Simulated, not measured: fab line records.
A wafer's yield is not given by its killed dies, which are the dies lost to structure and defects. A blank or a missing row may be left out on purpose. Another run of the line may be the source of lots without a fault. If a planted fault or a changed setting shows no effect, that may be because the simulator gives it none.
Check for tools in common	flow nand_harc	6 wafers sampled across 2 lots

## WHY THIS WAS OPENED
On 2 of the 2 lots, a flag is raised at NHARC_END_SORT_01 on the reading killed_at_array. No-fault wafers: 28, standard deviation 8.6.
Rule: a lot is flagged in two cases, either no wafer of it has a number, or all its wafers with numbers fall more than 4 standard deviations from that mean. The rest of the lots are taken to be sound.

lot	measured	on	killed_at_array, wafer by wafer	flag
L391	day 23 02:01	prober-01	669 670 670	FLAGGED
L388	day 23 02:02	prober-02	676 676 676	FLAGGED
The mean of the flagged lots' numbers is 673, +645 from the usual (+75 standard deviations).

## TOOL THAT RAN EACH LOT
The record holds 3 process steps before the reading, out of a route of 1159 steps. Each cell gives the tool, then ch followed by the chambers the sampled wafers passed through, then the start.
lot	flag	NHARC_A_CONTACT_DEP_57	NHARC_A_BONDPAD_DESCUM_11	NHARC_A_BONDPAD_ETCH_34
L391	FLAGGED	acl_dep-02 ch 0, day 20 07:07	no row	no row
L388	FLAGGED	acl_dep-02 ch 0, day 20 05:24	no row	no row
What is done by these steps:
- NHARC_A_CONTACT_DEP_57: deposits aC, target thk 2800 nm.
- NHARC_A_BONDPAD_DESCUM_11: chemistry O2, time 3 s.
- NHARC_A_BONDPAD_ETCH_34: etches the open film in N2/H2, target depth 60 nm, overetch 18 nm, time 65.91 s.
- NHARC_END_SORT_01

## FLAGGED OVER TOTAL, TOOL BY TOOL (the gauges that took the reading come last)
step	tool	lots run	flagged	share of the flagged lots	sound lots run after its first flagged lot
NHARC_A_CONTACT_DEP_57	acl_dep-02	2	2	all	0
NHARC_END_SORT_01	prober-01	1	1	some	0
NHARC_END_SORT_01	prober-02	1	1	some	0

## THE TABLE: WHAT IT ALLOWS
Rows of the table that ran each flagged lot: 1, that is acl_dep-02 at NHARC_A_CONTACT_DEP_57.
- acl_dep-02 at NHARC_A_CONTACT_DEP_57 ran 2 lots, 2 of them flagged. Because this sample shows no sound lot run on it before its first flagged lot, the start cannot be pinned down more closely.
Left over: one tool, acl_dep-02 at NHARC_A_CONTACT_DEP_57.

## WHAT HAD BEEN PUT IN BY THE SIMULATOR
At NHARC_A_CONTACT_DEP_57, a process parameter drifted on acl_dep-02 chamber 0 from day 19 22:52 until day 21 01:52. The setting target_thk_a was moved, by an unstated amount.
Lots struck among those shown: L391, L388. Same finding as the rule above.
